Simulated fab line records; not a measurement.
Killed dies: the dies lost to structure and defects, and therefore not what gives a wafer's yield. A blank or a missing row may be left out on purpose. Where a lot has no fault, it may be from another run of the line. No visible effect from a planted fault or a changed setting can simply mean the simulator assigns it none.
Split-lot trial :: flow n5Finfet :: on a route of 1938 steps: 7 lots, 21 wafers read

## ABOUT THE SPLIT
At N5_BEOL_M14_EXPOSE_07 (exposes mask V13), the setting doseMj was moved away from the recipe's 57 on 7 of the 21 wafers read, by -5.4% to +4.7%. This setting was run at the recipe's value on the other wafers.

## FROM THE SPLIT TO THE READING: what the file shows between them, 11 steps
- N5_BEOL_M14_PEB_08: peb time 90 s
- N5_BEOL_M14_DEVELOP_09: develop time 45 s
- N5_BEOL_M14_HARDBAKE_14: time 120 s
- N5_BEOL_M14_CD_MEAS_10: target cd 250 nm
- N5_BEOL_M14_DESCUM_15: chemistry O2, time 7.9 s
- N5_BEOL_M14_ETCH_59: etches BARC in N2/H2, target depth 89 nm, overetch 26.7 nm, time 67.9 s
- N5_BEOL_M14_VIA_ETCH_16: etches SiO2 in C4F8/O2/Ar, target depth 1231.3 nm
- N5_BEOL_M14_STRIP_63: strips in O2
- N5_BEOL_M14_STRIP_64: strips in O2
- N5_BEOL_M14_STRIP_71: strips in post etch residue remover, time 60 s
- N5_BEOL_M14_SRD_72: time 30 s, dry time 30 s

## THE READING
cdNm (nm) at N5_BEOL_M14_CD_MEAS_17, where the cd target is 250 nm. On this fab line, fault-free wafers typically give 251.3 nm with a standard deviation of 1.5 nm.

wafer: L075.1
tool, chamber at the split: krfScanner-01, 0
doseMj as run: 57
against the recipe: recipe
cdNm, nm: 250.1
against lot-mates on the recipe: -

wafer: L075.3
tool, chamber at the split: krfScanner-01, 0
doseMj as run: 57
against the recipe: recipe
cdNm, nm: 253.3
against lot-mates on the recipe: -

wafer: L075.6
tool, chamber at the split: krfScanner-01, 0
doseMj as run: 57
against the recipe: recipe
cdNm, nm: 253.2
against lot-mates on the recipe: -

wafer: L081.2
tool, chamber at the split: krfScanner-01, 0
doseMj as run: 59.67
against the recipe: +4.7%
cdNm, nm: 258.6
against lot-mates on the recipe: +6.2

wafer: L081.5
tool, chamber at the split: krfScanner-01, 0
doseMj as run: 57
against the recipe: recipe
cdNm, nm: 252.4
against lot-mates on the recipe: -

wafer: L081.6
tool, chamber at the split: krfScanner-01, 0
doseMj as run: 59.67
against the recipe: +4.7%
cdNm, nm: 262.0
against lot-mates on the recipe: +9.6

wafer: L083.1
tool, chamber at the split: krfScanner-02, 0
doseMj as run: 57
against the recipe: recipe
cdNm, nm: 248.8
against lot-mates on the recipe: -

wafer: L083.3
tool, chamber at the split: krfScanner-02, 0
doseMj as run: 57
against the recipe: recipe
cdNm, nm: 248.8
against lot-mates on the recipe: -

wafer: L083.4
tool, chamber at the split: krfScanner-02, 0
doseMj as run: 57
against the recipe: recipe
cdNm, nm: 247.8
against lot-mates on the recipe: -

wafer: L086.2
tool, chamber at the split: krfScanner-02, 0
doseMj as run: 57
against the recipe: recipe
cdNm, nm: 253.2
against lot-mates on the recipe: -

wafer: L086.4
tool, chamber at the split: krfScanner-02, 0
doseMj as run: 57
against the recipe: recipe
cdNm, nm: 251.2
against lot-mates on the recipe: -

wafer: L086.6
tool, chamber at the split: krfScanner-02, 0
doseMj as run: 57
against the recipe: recipe
cdNm, nm: 252.6
against lot-mates on the recipe: -

wafer: L088.1
tool, chamber at the split: krfScanner-01, 0
doseMj as run: 54.94
against the recipe: -3.6%
cdNm, nm: 244.7
against lot-mates on the recipe: no lot-mate on the recipe

wafer: L088.3
tool, chamber at the split: krfScanner-01, 0
doseMj as run: 54.94
against the recipe: -3.6%
cdNm, nm: 244.9
against lot-mates on the recipe: no lot-mate on the recipe

wafer: L088.6
tool, chamber at the split: krfScanner-01, 0
doseMj as run: 54.94
against the recipe: -3.6%
cdNm, nm: 244.4
against lot-mates on the recipe: no lot-mate on the recipe

wafer: L093.1
tool, chamber at the split: krfScanner-02, 0
doseMj as run: 53.95
against the recipe: -5.4%
cdNm, nm: 240.9
against lot-mates on the recipe: -10.2

wafer: L093.2
tool, chamber at the split: krfScanner-02, 0
doseMj as run: 57
against the recipe: recipe
cdNm, nm: 251.1
against lot-mates on the recipe: -

wafer: L093.4
tool, chamber at the split: krfScanner-02, 0
doseMj as run: 53.95
against the recipe: -5.4%
cdNm, nm: 241.4
against lot-mates on the recipe: -9.7

wafer: L095.2
tool, chamber at the split: krfScanner-01, 0
doseMj as run: 57
against the recipe: recipe
cdNm, nm: 250.4
against lot-mates on the recipe: -

wafer: L095.4
tool, chamber at the split: krfScanner-01, 0
doseMj as run: 57
against the recipe: recipe
cdNm, nm: 250.2
against lot-mates on the recipe: -

wafer: L095.6
tool, chamber at the split: krfScanner-01, 0
doseMj as run: 57
against the recipe: recipe
cdNm, nm: 250.5
against lot-mates on the recipe: -

FIT RESULTS
A straight line over all 21 wafers: cdNm changes by +1.87 nm for each +1% of doseMj; r = +0.95; the points scatter about the line by 1.6 nm.
The same after taking each lot's own level away (the mean of its wafers on the recipe; 18 wafers): +1.78 nm for each +1%; r = +0.98; scatter 1 nm.
According to that fit, moving doseMj by its largest amount changes the reading by 9.5 nm.
From 248.47 to 252.40 nm: that is the span of the lots' own levels, equal to 2.6 times the standard deviation above.
The two slopes are in agreement: the lot-to-lot level therefore moves the slope only a little.
Check: for one of the wafers moved furthest among these (-5.4%), held out of the fit, the line's prediction against its lot-mates is -9.36 nm. Against them it came out at -10.2 nm.

## OTHER SPLITS APPLIED TO THESE WAFERS
Note: prior to the reading, these wafers also went through further splits. Each is held against what the fit with the lots' levels taken away leaves over:
other split on the same wafers: N5_BEOL_M12_ILD_DEP_00 timeS
wafers away from the commonest value: 7
r with cdNm (lot level and that fit taken away): -0.22

other split on the same wafers: N5_BEOL_M13_ETCH_59 biasW
wafers away from the commonest value: 4
r with cdNm (lot level and that fit taken away): +0.06

other split on the same wafers: N5_BEOL_M14_ILD_DEP_00 tempC
wafers away from the commonest value: 7
r with cdNm (lot level and that fit taken away): -0.20

## THE WHOLE CHAIN: every reading that the file lists as answering this split, in the file's order
step: N5_BEOL_M14_CD_MEAS_10
what it does: target cd 250 nm
reading: cdNm
change (the file's fit): +1.74 nm for each +1% of the setting
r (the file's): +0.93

step: N5_BEOL_M14_CD_MEAS_17
what it does: target cd 250 nm
reading: cdNm
change (the file's fit): +1.78 nm for each +1% of the setting
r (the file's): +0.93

## FILE'S OWN FIT
cdNm changes by +1.78 nm for each +1% of doseMj, r = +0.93.
